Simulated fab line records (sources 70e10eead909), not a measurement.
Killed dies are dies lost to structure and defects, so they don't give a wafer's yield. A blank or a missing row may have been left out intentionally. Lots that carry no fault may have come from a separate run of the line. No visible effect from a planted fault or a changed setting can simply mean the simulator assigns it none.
Matching of chambers + flow nand-harc + ald-hk-04 running NHARC_A_CHANNEL_FILL_D1_ALD_16: 4 sister chambers
The step deposits SiO2, target thk 1.5 nm, pulse time 10 s, ald cycles 15. 39 wafers are shown with their chamber, then 12 later ones without.

## EACH WAFER AND ITS CHAMBER
| wafer  | chamber | heater-power-w (W) | precursor-pulse-height-rel |
|--------|---------|--------------------|----------------------------|
| L075.1 | 1       | 525                | 0.999                      |
| L075.3 | 0       | 496                | 0.986                      |
| L075.6 | 3       | 470                | 0.969                      |
| L074.1 | 2       | 453                | 0.986                      |
| L074.2 | 1       | 526                | 1.018                      |
| L074.5 | 2       | 443                | 1.010                      |
| L078.2 | 3       | 476                | 1.011                      |
| L078.3 | 0       | 479                | 1.007                      |
| L078.5 | 2       | 446                | 0.995                      |
| L077.2 | 0       | 487                | 0.986                      |
| L077.3 | 2       | 460                | 1.025                      |
| L077.5 | 0       | 480                | 1.043                      |
| L079.3 | 3       | 479                | 0.985                      |
| L079.4 | 1       | 519                | 0.994                      |
| L079.5 | 2       | 455                | 1.007                      |
| L079.1 | 2       | 458                | 0.992                      |
| L079.2 | 0       | 496                | 0.998                      |
| L079.6 | 1       | 527                | 1.010                      |
| L080.1 | 0       | 487                | 0.996                      |
| L080.4 | 3       | 478                | 0.971                      |
| L080.6 | 1       | 528                | 1.022                      |
| L082.2 | 0       | 494                | 1.005                      |
| L082.4 | 1       | 544                | 0.990                      |
| L082.6 | 0       | 490                | 0.992                      |
| L083.1 | 1       | 523                | 1.004                      |
| L083.3 | 0       | 490                | 0.972                      |
| L083.4 | 2       | 459                | 1.010                      |
| L084.1 | 2       | 451                | 0.979                      |
| L084.2 | 1       | 526                | 0.977                      |
| L084.3 | 0       | 481                | 1.006                      |
| L085.1 | 1       | 531                | 0.985                      |
| L085.3 | 0       | 484                | 1.005                      |
| L085.6 | 0       | 487                | 1.006                      |
| L089.2 | 1       | 526                | 0.940                      |
| L089.4 | 0       | 498                | 0.972                      |
| L089.6 | 2       | 450                | 1.006                      |
| L089.1 | 3       | 489                | 1.039                      |
| L089.3 | 2       | 455                | 1.001                      |
| L089.5 | 1       | 542                | 1.005                      |

SIGNATURES (means of the wafers above)
| reading                    | chamber 0 | chamber 1 | chamber 2 | chamber 3 | scatter within a chamber |
|----------------------------|-----------|-----------|-----------|-----------|--------------------------|
| heater-power-w             | 488.38    | 528.82    | 453.00    | 478.40    | 6.62                     |
| precursor-pulse-height-rel | 0.99800   | 0.99491   | 1.00110   | 0.99500   | 0.0202                   |
Rule: a wafer lies at a distance from a chamber equal to the root of the sum of squares, over the readings, of (its reading less the chamber's mean, divided by the reading's scatter). If the next closest chamber is less than 2 further off than the closest, the wafer can't be placed; otherwise it belongs to the closest. The scatter: the root of (the sum of the squares of (reading less its chamber's mean) over the shown wafers, divided by (wafers less chambers)).

## WAFERS WITHOUT THEIR CHAMBER
| wafer  | heater-power-w (W) | precursor-pulse-height-rel |
|--------|--------------------|----------------------------|
| L090.1 | 487                | 1.013                      |
| L090.3 | 494                | 0.987                      |
| L090.4 | 530                | 0.988                      |
| L091.2 | 522                | 1.004                      |
| L091.3 | 456                | 1.047                      |
| L091.4 | 484                | 1.015                      |
| L092.3 | 526                | 0.973                      |
| L092.4 | 498                | 0.992                      |
| L092.5 | 498                | 0.986                      |
| L092.1 | 485                | 1.032                      |
| L092.2 | 464                | 0.996                      |
| L092.6 | 533                | 0.998                      |

## WHICH CHAMBER EACH ONE RAN IN
| wafer  | from the rows above     | in truth |
|--------|-------------------------|----------|
| L090.1 | can't be placed: 0 or 3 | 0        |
| L090.3 | can't be placed: 0 or 3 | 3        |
| L090.4 | 1                       | 1        |
| L091.2 | 1                       | 1        |
| L091.3 | can't be placed: 2 or 3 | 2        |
| L091.4 | can't be placed: 0 or 3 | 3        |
| L092.3 | 1                       | 1        |
| L092.4 | can't be placed: 0 or 3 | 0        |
| L092.5 | can't be placed: 0 or 3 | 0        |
| L092.1 | can't be placed: 0 or 3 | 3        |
| L092.2 | can't be placed: 2 or 3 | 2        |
| L092.6 | 1                       | 1        |
4 of 12 placed correctly. Can't be placed from these rows: 8 (the true chamber is among the candidates in 8). 0 placed wrongly.
